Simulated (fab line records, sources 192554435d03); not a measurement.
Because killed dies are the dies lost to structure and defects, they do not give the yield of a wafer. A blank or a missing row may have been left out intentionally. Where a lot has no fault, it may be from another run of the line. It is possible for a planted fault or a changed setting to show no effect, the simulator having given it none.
fab line records -- flow n5Finfet -- part 2 of 2: steps 22 to 30 of 30
record lots=5, wafers=15, lastDay=16
route steps=1938 shown BEOL_M2@914 BEOL_M3@931
lots that met no fault: from a run of the same line without faults
startH: start of the lot's first displayed wafer, in hours after the record's first day -- waitH: time in hours since the lot's previous step -- " repeats the value in the row above -- L1.1+2: a row that stands for several wafers -- - no value, or no start was given -- * or withheld: withheld -- < > ~ a bound
route shown NAME@n: a module of which the file shows steps, and the number in the route of the first -- usual: mean/standard deviation of fault-free wafers -- same: alike in all rows -- chamber/n: place in a boat -- sites: each site's reading -- _std_site: how widely they spread, as a standard deviation -- _edge_site: inner sites' mean taken away from outer sites' mean -- radiusMm: for every site, how far away it sits from the centre of the wafer -- mask NAME#n: copy n -- behind: tool/chamber where the wafer was last shaped -- hold: the reason the lot was held/the length of the hold in hours/how it ended -- device: which transistor (n, p or np) failed to switch -- end of line: at the end of the route, the tests of the same wafers -- for a step that has no rows: nothing shown but its recipe -- killed: at the first sort, the dies lost to defects and structure; wafer yield is something else -- map: a wafer's dies, marking killed ones x, the rest . and places with no die _
set.NAME: setting as actually run; set.NAME@STEP: the setting as run at that earlier step -- model.NAME: the simulator's own value behind a step, which no gauge read
lots at selected steps of the route; one table per step, one row per wafer
services: when a tool's chamber went out of use (startH, in hours from the record's first day, below 0 if earlier), for how many hours, and the reason
## steps
# step N5_BEOL_M3_COAT_61
# recipe resist=SOC, tempC=250, timeS=60, spinRpm=1500, resistThkNm=60
# usual chillPlateTempC=22.99/0.11, exhaustPa=45.0/0.9
# same timeS=60
lot.wafer,tool,chamber,startH,waitH,chillPlateTempC,exhaustPa
L074.1,lithoTrack-05,0,144.01,0.1,23.14,46.3
L074.5,lithoTrack-05,0,144.01,0.1,23.11,45.8
L074.6,lithoTrack-05,0,144.01,0.1,22.93,45.7
L079.1,lithoTrack-03,0,174.77,0.1,22.89,45.9
L079.3,lithoTrack-03,0,174.77,0.1,23.19,45.2
L079.5,lithoTrack-03,0,174.77,0.1,23.06,46.4
L080.1,lithoTrack-02,0,191.66,0.1,23.05,44.5
L080.2,lithoTrack-02,0,191.66,0.1,22.85,43.8
L080.3,lithoTrack-02,0,191.66,0.1,22.99,44.8
L082.2,lithoTrack-03,0,199.40,0.1,22.99,45.2
L082.4,lithoTrack-03,0,199.40,0.1,23.00,44.9
L082.6,lithoTrack-03,0,199.40,0.1,22.92,44.6
L095.2,lithoTrack-03,0,259.25,0.1,22.98,46.2
L095.3,lithoTrack-03,0,259.25,0.1,22.86,43.5
L095.6,lithoTrack-03,0,259.25,0.1,22.94,44.8
# step N5_BEOL_M3_COAT_62
# recipe resist=SiARC, tempC=220, timeS=60, spinRpm=1500, resistThkNm=12
# usual chillPlateTempC=23.03/0.1, exhaustPa=44.9/0.84
# same timeS=60
lot.wafer,tool,chamber,startH,waitH,chillPlateTempC,exhaustPa
L074.1,lithoTrack-05,0,-,-,23.14,46.0
L074.5,lithoTrack-05,0,-,-,23.06,44.8
L074.6,lithoTrack-05,0,-,-,23.14,44.9
L079.1,lithoTrack-03,0,-,-,23.07,45.9
L079.3,lithoTrack-03,0,-,-,23.16,46.8
L079.5,lithoTrack-03,0,-,-,23.21,44.9
L080.1,lithoTrack-02,0,-,-,22.96,43.7
L080.2,lithoTrack-02,0,-,-,23.02,43.4
L080.3,lithoTrack-02,0,-,-,22.88,44.1
L082.2,lithoTrack-03,0,-,-,23.00,45.1
L082.4,lithoTrack-03,0,-,-,23.12,45.5
L082.6,lithoTrack-03,0,-,-,22.92,45.3
L095.2,lithoTrack-03,0,-,-,23.11,45.0
L095.3,lithoTrack-03,0,-,-,22.96,43.9
L095.6,lithoTrack-03,0,-,-,23.09,45.5
# step N5_BEOL_M3_COAT_73
# recipe resist=underlayer, tempC=205, timeS=60, spinRpm=1500, resistThkNm=5
# usual chillPlateTempC=23.00/0.12, exhaustPa=45.2/0.92
# same timeS=60
lot.wafer,tool,chamber,startH,waitH,chillPlateTempC,exhaustPa
L074.1,lithoTrack-05,0,-,-,22.99,45.2
L074.5,lithoTrack-05,0,-,-,22.93,44.2
L074.6,lithoTrack-05,0,-,-,22.95,45.5
L079.1,lithoTrack-03,0,-,-,23.11,47.3
L079.3,lithoTrack-03,0,-,-,22.98,45.1
L079.5,lithoTrack-03,0,-,-,23.02,46.9
L080.1,lithoTrack-02,0,-,-,22.84,45.1
L080.2,lithoTrack-02,0,-,-,22.97,45.2
L080.3,lithoTrack-02,0,-,-,22.98,43.9
L082.2,lithoTrack-03,0,-,-,23.12,44.5
L082.4,lithoTrack-03,0,-,-,22.98,44.7
L082.6,lithoTrack-03,0,-,-,22.91,43.4
L095.2,lithoTrack-03,0,-,-,23.24,44.9
L095.3,lithoTrack-03,0,-,-,23.36,45.8
L095.6,lithoTrack-03,0,-,-,23.22,45.0
# step N5_BEOL_M3_COAT_05
# recipe resist=CAR-EUV, spinRpm=1500, resistThkNm=30
# usual chillPlateTempC=23.02/0.094, exhaustPa=45.0/0.85
lot.wafer,tool,chamber,startH,waitH,chillPlateTempC,exhaustPa
L074.1,lithoTrack-05,0,-,-,23.06,44.3
L074.5,lithoTrack-05,0,-,-,23.06,45.5
L074.6,lithoTrack-05,0,-,-,22.99,45.0
L079.1,lithoTrack-03,0,-,-,22.90,44.9
L079.3,lithoTrack-03,0,-,-,22.91,45.9
L079.5,lithoTrack-03,0,-,-,23.07,45.3
L080.1,lithoTrack-02,0,-,-,22.98,46.3
L080.2,lithoTrack-02,0,-,-,23.10,45.8
L080.3,lithoTrack-02,0,-,-,22.99,46.7
L082.2,lithoTrack-03,0,-,-,22.97,45.6
L082.4,lithoTrack-03,0,-,-,22.99,46.1
L082.6,lithoTrack-03,0,-,-,23.08,45.8
L095.2,lithoTrack-03,0,-,-,23.03,46.4
L095.3,lithoTrack-03,0,-,-,22.97,46.8
L095.6,lithoTrack-03,0,-,-,23.01,45.2
# step N5_BEOL_M3_EBR_07
# recipe solvent=PGMEA, ebrWidthMm=1.5
# usual chillPlateTempC=23.01/0.12, exhaustPa=44.8/0.89
lot.wafer,tool,chamber,startH,waitH,chillPlateTempC,exhaustPa
L074.1,lithoTrack-05,0,-,-,23.08,45.2
L074.5,lithoTrack-05,0,-,-,22.98,44.8
L074.6,lithoTrack-05,0,-,-,23.01,45.0
L079.1,lithoTrack-03,0,-,-,23.12,46.5
L079.3,lithoTrack-03,0,-,-,23.01,45.2
L079.5,lithoTrack-03,0,-,-,22.99,45.0
L080.1,lithoTrack-02,0,-,-,23.06,46.0
L080.2,lithoTrack-02,0,-,-,23.14,45.2
L080.3,lithoTrack-02,0,-,-,22.86,45.5
L082.2,lithoTrack-03,0,-,-,23.19,44.1
L082.4,lithoTrack-03,0,-,-,23.10,44.3
L082.6,lithoTrack-03,0,-,-,23.25,43.8
L095.2,lithoTrack-03,0,-,-,22.84,45.6
L095.3,lithoTrack-03,0,-,-,22.77,45.2
L095.6,lithoTrack-03,0,-,-,22.86,44.9
# step N5_BEOL_M3_SOFTBAKE_06
# recipe tempC=110, timeS=60, resist=CAR-EUV
# usual chillPlateTempC=23.00/0.11, exhaustPa=44.8/0.94
# same timeS=60
lot.wafer,tool,chamber,startH,waitH,chillPlateTempC,exhaustPa
L074.1,lithoTrack-05,0,-,-,22.77,42.8
L074.5,lithoTrack-05,0,-,-,22.99,42.9
L074.6,lithoTrack-05,0,-,-,22.88,43.3
L079.1,lithoTrack-03,0,-,-,22.95,45.6
L079.3,lithoTrack-03,0,-,-,23.03,45.8
L079.5,lithoTrack-03,0,-,-,22.90,45.0
L080.1,lithoTrack-02,0,-,-,23.19,46.1
L080.2,lithoTrack-02,0,-,-,22.84,43.3
L080.3,lithoTrack-02,0,-,-,23.19,44.1
L082.2,lithoTrack-03,0,-,-,23.12,44.8
L082.4,lithoTrack-03,0,-,-,23.07,44.5
L082.6,lithoTrack-03,0,-,-,22.94,46.0
L095.2,lithoTrack-03,0,-,-,22.93,44.9
L095.3,lithoTrack-03,0,-,-,23.03,45.2
L095.6,lithoTrack-03,0,-,-,23.19,45.5
# step N5_BEOL_M3_EXPOSE_08
# recipe maskId=M3, na=0.33, sourceShape=dipole, sigmaInner=0.369, sigmaOuter=0.767, polarization=unpolarized, doseMj=33
lot.wafer,tool,chamber,startH,waitH,mask
L074.1+5+6,euvScanner-01,0,144.27,-,M3#0
L079.1+3+5,euvScanner-02,0,174.90,-,M3#0
L080.1+2+3,euvScanner-01,0,191.80,-,M3#0
L082.2+4+6,euvScanner-01,0,199.54,-,M3#0
L095.2+3+6,euvScanner-01,0,259.52,-,M3#0
# step N5_BEOL_M3_PEB_09
# recipe pebTempC=100, pebTimeS=60, resist=CAR-EUV
# usual chillPlateTempC=23.04/0.11, exhaustPa=45.2/0.96
lot.wafer,tool,chamber,startH,waitH,chillPlateTempC,exhaustPa
L074.1,lithoTrack-03,0,144.33,0.1,23.01,47.1
L074.5,lithoTrack-03,0,144.33,0.1,22.96,46.8
L074.6,lithoTrack-03,0,144.33,0.1,23.08,45.7
L079.1,lithoTrack-05,0,174.96,0.1,22.97,44.7
L079.3,lithoTrack-05,0,174.96,0.1,22.88,44.1
L079.5,lithoTrack-05,0,174.96,0.1,22.78,43.1
L080.1,lithoTrack-05,0,191.85,0.1,23.01,44.9
L080.2,lithoTrack-05,0,191.85,0.1,23.06,45.8
L080.3,lithoTrack-05,0,191.85,0.1,23.12,44.8
L082.2,lithoTrack-05,0,199.60,0.0,23.04,46.8
L082.4,lithoTrack-05,0,199.60,0.0,23.10,46.1
L082.6,lithoTrack-05,0,199.60,0.0,23.25,45.0
L095.2,lithoTrack-03,0,259.57,0.0,22.86,44.9
L095.3,lithoTrack-03,0,259.57,0.0,22.83,46.3
L095.6,lithoTrack-03,0,259.57,0.0,22.91,43.9
# step N5_BEOL_M3_DEVELOP_10
# recipe developTimeS=30, developer=TMAH, resist=CAR-EUV, rinseLiquid=surfactantRinse, dry=airSpin, devTempC=23
# usual chillPlateTempC=22.99/0.11, exhaustPa=44.9/1
lot.wafer,tool,chamber,startH,waitH,chillPlateTempC,exhaustPa
L074.1,lithoTrack-03,0,-,-,22.97,45.6
L074.5,lithoTrack-03,0,-,-,22.92,45.2
L074.6,lithoTrack-03,0,-,-,22.96,44.6
L079.1,lithoTrack-05,0,-,-,23.06,46.6
L079.3,lithoTrack-05,0,-,-,23.05,45.0
L079.5,lithoTrack-05,0,-,-,23.07,45.1
L080.1,lithoTrack-05,0,-,-,22.90,45.9
L080.2,lithoTrack-05,0,-,-,23.00,45.1
L080.3,lithoTrack-05,0,-,-,22.93,45.7
L082.2,lithoTrack-05,0,-,-,23.03,45.1
L082.4,lithoTrack-05,0,-,-,23.02,45.2
L082.6,lithoTrack-05,0,-,-,23.06,44.7
L095.2,lithoTrack-03,0,-,-,22.99,45.3
L095.3,lithoTrack-03,0,-,-,22.91,45.0
L095.6,lithoTrack-03,0,-,-,22.85,44.1
## services
tool,chamber,startH,hours,kind
cmp-03,-,126.83,1.2,repair
cmp-02,-,131.75,0.2,repair
cmp-02,-,133.37,1.2,repair
euvScanner-02,-,136.17,0.2,repair
euvScanner-02,-,136.87,4.6,pm
cvdCo-02,-,138.59,6.9,pm
cmp-02,-,145.92,3.0,repair
euvScanner-01,-,146.00,4.6,pm
pvdSputter-01,-,150.27,1.8,repair
cvdCo-02,-,150.64,1.2,repair
euvScanner-01,-,160.30,1.0,pm
cmp-02,-,161.59,4.0,pm
pecvd-04,-,168.14,0.8,repair
ecdCu-01,-,174.19,1.2,repair
cmp-02,-,174.42,6.1,pm
cmp-02,-,183.13,0.8,repair
euvScanner-02,-,196.74,1.0,pm
cvdCo-02,-,198.93,0.9,repair
euvScanner-01,-,216.45,1.0,pm
cmp-03,-,238.49,1.3,repair
cmp-02,-,239.66,0.5,repair
cmp-03,-,245.04,4.0,pm
pecvd-02,0,251.39,5.1,repair
euvScanner-02,-,252.89,1.0,pm
